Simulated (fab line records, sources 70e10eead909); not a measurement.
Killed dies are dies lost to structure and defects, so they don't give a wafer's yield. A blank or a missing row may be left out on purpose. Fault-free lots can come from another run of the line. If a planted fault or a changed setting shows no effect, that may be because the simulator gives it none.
Struck lot and sound lot, side by side || flow nand harc || 14 steps out of a route of 1302
Sound: these wafers, L190.2, L190.3, L190.5. Struck: wafer L198.5 (left out: L198.3, a lot-mate that was not struck); the cause follows at the end.
At each step with rows: each side's tool, then ch and its chambers, then its first start. Under that, the readings that differ: sound wafers || struck wafers || difference of the means || sigmas: that difference in standard deviations of wafers without a fault.
alike: readings with means less than 2 such deviations apart, plus words and numbers identical on both sides. not compared: withheld readings, readings lacking a value on some wafer, bounds such as >300 that could conceal the same value, and numbers that have no deviation in the record and whose values overlap.
A row with sigmas, a row that says differs or no value, or rows on one side alone: a step with any of these is where the two part. When numbers do not overlap yet have no deviation, they are printed without sigmas and do not part them. A reading that every wafer of one side lacks parts them only if that side has two wafers or more.

first, 8 steps without rows for these wafers: NHARC_P_M1_HMDS_02 (time 30 s); NHARC_P_M1_COAT_34 (time 65 s); NHARC_P_M1_COAT_03 (resist thk 90 nm); NHARC_P_M1_SOFTBAKE_04 (time 55 s); NHARC_P_M1_EBR_05; NHARC_P_M1_EXPOSE_06 (exposes mask P M1, target cd 130 nm); NHARC_P_M1_PEB_07 (peb time 65 s); NHARC_P_M1_DEVELOP_08 (develop time 35 s).
NHARC_P_M1_CD_MEAS_09: the cd target is 130 nm.
  sound on cd sem-03 ch 0, day 9 19:53; struck on cd sem-01 ch 0, day 12 22:03
  alike: cd nm
NHARC_P_M1_OVL_MEAS_10: pitch 260 nm.
  sound: overlay-01 at day 9 19:58; struck: overlay-01 at day 12 22:08
  alike: overlay x nm, overlay y nm
NHARC_P_M1_INSPECT_11:
  sound: defect inspect-02 at day 9 20:00; struck: defect inspect-01 at day 12 22:10
  alike: raw defect count
NHARC_P_M1_DESCUM_14: chemistry O2, time 3 s.
  sound on rie diel-08 ch 0,1, day 9 20:04; struck on rie diel-08 ch 0, day 12 22:14
{"reading": "rf vpp V (V)", "sound": "55.9 57.5 57.7", "struck": 59.1, "difference": "+2.1", "sigmas": "+2"}
  alike: drypump motor current A, oes product au, showerhead plenum p Torr, throttle valve pct
  not compared: rf hours counter h
NHARC_P_M1_ETCH_35: etches the open film in N2/H2, target depth 40 nm, overetch 12 nm, time 43.94 s.
  sound on rie diel-08 ch 0,1,3, day 9 20:08; struck on rie diel-08 ch 0, day 12 22:20
{"reading": "run length s (s)", "sound": "65.4 65.3 65.5", "struck": 53.9, "difference": -11.5, "sigmas": -31}
  alike: drypump motor current A, n2 flow sccm, oes product au, rf vpp V, showerhead plenum p Torr, throttle valve pct
  not compared: bias w, rf hours counter h
NHARC_P_M1_ETCH_15: etches the open film in C4F8/Ar, target depth 182.5 nm, time 91.2 s.
  sound on rie diel-08 ch 0,1,3; struck on rie diel-08 ch 3
{"reading": "run length s (s)", "sound": "112.4 112.5 112.2", "struck": 113.2, "difference": "+0.8", "sigmas": "+2"}
  alike: bias w, oes product au, rf vpp V
  not compared: rf hours counter h

WHERE THEY PART
First at NHARC_P_M1_DESCUM_14; last, within this record, at NHARC_P_M1_ETCH_15.

WHY: what the simulator had put in
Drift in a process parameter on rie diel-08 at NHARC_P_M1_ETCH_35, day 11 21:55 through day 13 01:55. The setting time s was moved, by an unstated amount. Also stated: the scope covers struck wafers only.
